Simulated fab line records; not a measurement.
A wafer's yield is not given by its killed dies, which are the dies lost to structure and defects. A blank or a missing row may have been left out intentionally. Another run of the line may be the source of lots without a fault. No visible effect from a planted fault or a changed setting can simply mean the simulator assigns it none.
2 desks, one fault    flow nandHarc    only its own numbers are on each desk; what lay behind them is given at the end

== FROM THE METROLOGY DESK ==
Means of the sampled wafers that have a number, per lot and without regard to the tool the lot ran on: this is what the gauges read. Marked OUT: a lot whose mean sits more than 4 standard deviations from the usual mean, which makes it out of limits; the brackets give that distance.
Columns: A = cdNm at NHARC_THIN_TSV_CD_MEAS_33, usual 4999.3 nm
lot   first seen here  A
L716  day 23 22:39     4998.5
L718  day 24 13:25     4999.3
L720  day 25 15:01     4999.4
L721  day 26 07:46     4998.1
L723  day 27 06:22     4999.6
L722  day 27 13:40     5000.0
L725  day 27 19:04     5000.1
L732  day 30 08:04     4999.2
L733  day 30 19:32     4999.4
L730  day 31 03:34     4999.9
L739  day 33 15:41     5000.4
Result from this desk: across the 11 lots, nothing is out of limits.

== TOOL OWNER'S DESK, pvdSputter-03 ==
The tool's own readings at NHARC_P_M1_PVD_21 (deposits Cu, target thk 30 nm, time 20.49 s): means of the sampled wafers that have a number, for each lot that ran on this tool. Marked OUT: a lot whose mean sits more than 4 standard deviations from the usual mean, which makes it out of limits; the brackets give that distance.
Columns: A = throttleValvePct at NHARC_P_M1_PVD_21, usual 30.8 %
lot   first seen here  A
L716  day 6 06:49      31.3
L718  day 7 03:12      31.2
L722  day 8 22:16      31.6
L730  day 12 15:43     31.0
L732  day 13 02:14     30.4
L733  day 13 04:41     30.4
Result from this desk: across the 6 lots, nothing is out of limits.

== BROUGHT TOGETHER ==
Nothing out of limits was seen by the metrology desk.
Nothing out of limits was seen by the tool owner's desk.

== WHAT HAD BEEN PUT IN BY THE SIMULATOR ==
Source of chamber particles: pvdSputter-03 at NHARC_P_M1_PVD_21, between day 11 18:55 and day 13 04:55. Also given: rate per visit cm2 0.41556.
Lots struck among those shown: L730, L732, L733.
